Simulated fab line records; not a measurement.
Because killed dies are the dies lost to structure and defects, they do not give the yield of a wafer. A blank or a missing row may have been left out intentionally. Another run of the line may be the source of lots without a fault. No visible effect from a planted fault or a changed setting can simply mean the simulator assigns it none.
What tool caused it? -- flow nandHarc -- Sampling: 12 lots, 36 wafers, 6 of 1302 route steps

WHAT THE GAUGES READ, wafer by wafer
NHARC_A_DECK1_JOINT_THK_MEAS_14: measures by ellipsometry.
lot,measured,on,thkNm (nm)
L535,day 11 12:49,filmMetro-02,49.8 50.0 50.6
L537,day 12 01:01,filmMetro-01,52.1 51.1 51.0
L539,day 13 02:04,filmMetro-01,48.3 49.5 50.9
L542,day 14 19:11,filmMetro-02,51.2 50.6 53.0
L544,day 15 02:53,filmMetro-01,49.6 53.6 51.1
L545,day 15 15:44,filmMetro-02,50.5 49.3 51.3
L547,day 16 03:07,filmMetro-01,51.6 51.9 49.1
L546,day 16 03:07,filmMetro-02,52.1 52.4 52.3
L548,day 17 04:08,filmMetro-02,50.1 49.5 50.8
L552,day 18 07:19,filmMetro-02,50.5 50.5 49.6
L554,day 19 01:06,filmMetro-02,50.8 50.2 52.1
L555,day 19 22:17,filmMetro-02,49.9 49.6 51.0

NHARC_END_SORT_01.
lot,measured,on,killedAtArray,killedAtOther,killedAtPeriphery,killedDies,killedOpen,killedShort
L542,day 27 14:05,prober-02,52 57 46,1 0 0,2 2 3,55 59 49,6 4 4,1 0 1
L547,day 29 14:08,prober-02,88 78 68,0 2 0,4 3 2,92 83 70,3 1 3,4 3 3
L546,day 30 00:00,prober-02,43 44 42,0 0 1,11 6 7,54 50 50,3 0 5,3 2 1
L548,day 29 14:08,prober-01,26 23 16,2 1 0,8 7 7,36 31 23,2 2 0,3 3 2

EACH LOT AND THE TOOL THAT RAN IT (in order: tool; ch and the chambers of the sampled wafers; start)
lot,NHARC_A_CHANNEL_FILL_D1_ETCHBACK_19,NHARC_A_CHANNEL_FILL_D1_CMP_10,NHARC_A_DECK1_JOINT_CVD_12,NHARC_A_DECK1_JOINT_CMP_13
L535,"rieSi-01 ch 1,2,3, day 10 01:26","cmp-02 ch 1,2,3, day 11 01:48","lpcvdPoly-01 ch 0, day 11 09:43","cmp-01 ch 0,1,2, day 11 12:34"
L537,"rieSi-01 ch 0,2, day 10 13:49","cmp-02 ch 0,2,3, day 11 14:13","lpcvdPoly-03 ch 0, day 11 21:55","cmp-03 ch 0,1,3, day 12 00:46"
L539,"rieSi-03 ch 0,2,3, day 11 15:50","cmp-01 ch 0,3, day 12 15:04","lpcvdPoly-01 ch 0, day 12 22:58","cmp-03 ch 2,3, day 13 01:49"
L542,"rieSi-01 ch 0,1,2, day 13 08:02","cmp-01 ch 0,1,2, day 14 07:48","lpcvdPoly-02 ch 0, day 14 16:04","cmp-03 ch 0,1,2, day 14 18:55"
L544,"rieSi-02 ch 0,1, day 13 13:28","cmp-01 ch 0,1,3, day 14 12:45","lpcvdPoly-02 ch 0, day 14 23:47","cmp-02 ch 0,2, day 15 02:40"
L545,"rieSi-02 ch 1,2,3, day 13 23:07","cmp-02 ch 0,1,3, day 14 23:08","lpcvdPoly-02 ch 0, day 15 12:38","cmp-02 ch 0,1,2, day 15 15:31"
L547,"rieSi-01 ch 1,2,3, day 14 12:59","cmp-01 ch 1,2, day 15 12:20","lpcvdPoly-01 ch 0, day 15 23:59","cmp-01 ch 1,2, day 16 02:52"
L546,"rieSi-03 ch 0,1,2, day 14 13:00","cmp-02 ch 1,2,3, day 15 12:25","lpcvdPoly-01 ch 0, day 15 23:59","cmp-02 ch 1,2, day 16 02:52"
L548,"rieSi-01 ch 0,2,3, day 15 04:42","cmp-02 ch 0,1,2, day 16 04:11","lpcvdPoly-02 ch 0, day 16 19:49","cmp-03 ch 0,1,2, day 17 01:44"
L552,"rieSi-01 ch 0,1,2, day 16 20:28","cmp-02 ch 0,1,2, day 17 20:13","lpcvdPoly-02 ch 0, day 18 04:10","cmp-01 ch 0,2,3, day 18 07:04"
L554,"rieSi-02 ch 0,2,3, day 17 10:58","cmp-04 ch 0,1, day 18 10:55","lpcvdPoly-02 ch 0, day 18 18:48","cmp-01 ch 2,3, day 19 00:52"
L555,"rieSi-03 ch 0,3, day 18 07:35","cmp-02 ch 1,2,3, day 19 07:04","lpcvdPoly-03 ch 0, day 19 16:03 and lpcvdPoly-01 ch 0, day 19 18:52","cmp-02 ch 0,1,3, day 19 22:06"
- NHARC_A_CHANNEL_FILL_D1_ETCHBACK_19: etches the open film in HBr/Cl2, target depth 5 nm, time 1.7 s.
- NHARC_A_CHANNEL_FILL_D1_CMP_10: polishes, target thk 150 nm.
- NHARC_A_DECK1_JOINT_CVD_12: deposits poly-Si, target thk 90 nm, time 1800 s.
- NHARC_A_DECK1_JOINT_CMP_13: polishes, target thk 51.023 nm.

AS READ BY THE TOOLS THEMSELVES (means over the sampled wafers that have a number; for cases with no such wafer, the mark the record gives instead)
NHARC_A_CHANNEL_FILL_D1_ETCHBACK_19.
lot,tool,biasW (W),chamberPressureMTorr (mTorr),drypumpMotorCurrentA (A),oesProductAu (a.u.),rfFwdPowerW (W),throttleValvePct (%)
L535,rieSi-01,99.86,14.985,6.1,0.999,389.5,26.397
L537,rieSi-01,99.80,14.999,6.4,0.995,390.3,26.404
L539,rieSi-03,99.94,15.002,5.9,0.997,389.9,26.410
L542,rieSi-01,100.20,15.002,6.2,0.998,391.6,26.415
L544,rieSi-02,100.42,14.998,5.8,1.002,390.2,26.403
L545,rieSi-02,100.29,15.000,5.4,1.001,390.9,26.411
L547,rieSi-01,99.80,14.997,6.1,1.004,389.1,26.400
L546,rieSi-03,100.00,15.004,6.0,0.992,389.8,26.413
L548,rieSi-01,100.20,15.009,6.5,1.002,391.0,26.406
L552,rieSi-01,99.77,14.994,6.2,0.997,390.7,26.410
L554,rieSi-02,99.96,15.009,5.7,0.993,388.8,26.400
L555,rieSi-03,100.17,14.997,6.2,0.992,391.6,26.408

NHARC_A_CHANNEL_FILL_D1_CMP_10.
lot,tool,motorCurrentA (A),timeToEndpointS (s)
L535,cmp-02,12.8,16.8
L537,cmp-02,13.0,14.8
L539,cmp-01,11.8,17.3
L542,cmp-01,11.9,15.9
L544,cmp-01,12.3,19.2
L545,cmp-02,12.9,15.1
L547,cmp-01,12.4,17.1
L546,cmp-02,13.0,14.3
L548,cmp-02,12.6,15.9
L552,cmp-02,12.6,14.7
L554,cmp-04,12.3,15.0
L555,cmp-02,13.0,11.9

NHARC_A_DECK1_JOINT_CVD_12.
lot,tool,spikeTcTopC (C)
L535,lpcvdPoly-01,636.8
L537,lpcvdPoly-03,635.0
L539,lpcvdPoly-01,635.7
L542,lpcvdPoly-02,640.0
L544,lpcvdPoly-02,639.2
L545,lpcvdPoly-02,638.8
L547,lpcvdPoly-01,635.7
L546,lpcvdPoly-01,636.4
L548,lpcvdPoly-02,639.4
L552,lpcvdPoly-02,640.6
L554,lpcvdPoly-02,639.9
L555,lpcvdPoly-03/lpcvdPoly-01,635.9

NHARC_A_DECK1_JOINT_CMP_13.
lot,tool,motorCurrentA (A),timeToEndpointS (s)
L535,cmp-01,11.9,9.6
L537,cmp-03,13.3,8.5
L539,cmp-03,13.6,10.4
L542,cmp-03,12.7,7.0
L544,cmp-02,12.3,7.5
L545,cmp-02,12.7,8.9
L547,cmp-01,11.9,8.3
L546,cmp-02,12.6,9.8
L548,cmp-03,12.7,16.3
L552,cmp-01,11.6,9.2
L554,cmp-01,11.8,17.0
L555,cmp-02,12.7,16.0

THE ANSWER, worked out from the rows above alone
Rule: the usual values come from the lots themselves. The widest of any qualifying gaps counts: lots, ordered by their means at a reading, are off when they make up no more than a third of the lots, leave a main group of 4 or more, and stand apart from it by 3 or more times the standard deviation of that group's means. If all means in a main group match to the digits the tables above print for the reading, that group is not used. Also off: a lot with no number at a reading for which 4 or more lots have one. Any other lot the step has rows for is counted as sound. Order of review: gauges by route order, followed by the tools' own readings, for which a lot's mean as printed above is used. The first step at which some lot is off is used, and at that step the reading that is off furthest; a lot without a number counts as furthest.
Off: L548, L554, L555, at NHARC_A_DECK1_JOINT_CMP_13 (timeToEndpointS). The main group: mean 8.8 s, standard deviation 1.
If a tool, at that step or one of the process steps before it, ran each lot that is off and ran no sound lot following the first of them, it fits. None of those tried fits.

WHAT HAD BEEN PUT IN BY THE SIMULATOR
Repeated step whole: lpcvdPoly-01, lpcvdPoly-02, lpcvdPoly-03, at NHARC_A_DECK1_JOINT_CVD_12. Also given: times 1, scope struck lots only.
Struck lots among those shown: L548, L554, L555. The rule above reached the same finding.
